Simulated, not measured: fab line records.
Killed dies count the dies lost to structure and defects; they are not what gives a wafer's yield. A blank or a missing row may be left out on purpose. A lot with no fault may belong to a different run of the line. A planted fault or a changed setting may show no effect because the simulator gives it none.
Chamber matching    flow nandHarc    NHARC_A_CHANNEL_FILL_D2_CMP_10 on cmp-02: 4 sister chambers
The step polishes, target thk 150 nm. 18 wafers are shown with their chamber, then 9 later ones without.

## WAFERS PAIRED WITH THEIR CHAMBERS
wafer   chamber  motorCurrentA (A)  timeToEndpointS (s)
L075.1  0        11.6               17.9
L075.3  1        11.7               18.2
L075.5  2        14.0               15.8
L077.2  0        11.7               17.2
L077.3  3        11.7               14.9
L077.6  1        11.8               15.0
L078.1  3        12.3               14.4
L078.2  1        12.4               15.5
L078.3  2        13.1               13.2
L080.1  3        12.0               16.4
L080.4  0        11.7               20.3
L080.6  3        12.4               15.8
L085.1  2        13.4               15.1
L085.2  3        12.6               16.2
L085.6  2        12.8               14.8
L086.2  1        11.8               17.4
L086.3  2        13.2               16.0
L086.5  3        12.2               16.0

SIGNATURES, as means of the wafers listed above
reading          chamber 0  chamber 1  chamber 2  chamber 3  scatter within a chamber
motorCurrentA    11.667     11.925     13.300     12.200     0.34
timeToEndpointS  18.467     16.525     14.980     15.617     1.2
Rule: for a wafer and a chamber, the distance is found by dividing, reading by reading, the gap between the wafer's reading and the chamber's mean by the reading's scatter, squaring, summing and taking the root. If the next closest chamber is less than 2 further off than the closest, the wafer can't be placed; otherwise it belongs to the closest. The scatter is the square root of a quotient: the sum, over the shown wafers, of each reading's squared deviation from its chamber's mean, divided by wafers minus chambers.

## WAFERS WITH NO CHAMBER GIVEN
wafer   motorCurrentA (A)  timeToEndpointS (s)
L088.1  11.6               11.2
L088.4  12.0               12.9
L088.5  12.0               11.2
L090.2  11.7               11.7
L090.3  13.7               10.1
L090.6  13.4               13.4
L097.3  11.6               19.1
L097.5  11.9               17.4
L097.6  13.0               15.9

## CHAMBER TAKEN BY EACH
wafer   from the rows above                in truth
L088.1  can't be placed: 3 or 1 or 2 or 0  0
L088.4  can't be placed: 3 or 1 or 2       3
L088.5  can't be placed: 3 or 1 or 2       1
L090.2  can't be placed: 3 or 1 or 2       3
L090.3  2                                  2
L090.6  2                                  2
L097.3  can't be placed: 0 or 1            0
L097.5  can't be placed: 1 or 0 or 3       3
L097.6  can't be placed: 2 or 3            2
2 of 9 placed correctly. Cannot be placed on the basis of these rows: 7; the candidates contain the true chamber in 7. Placed wrongly: 0.
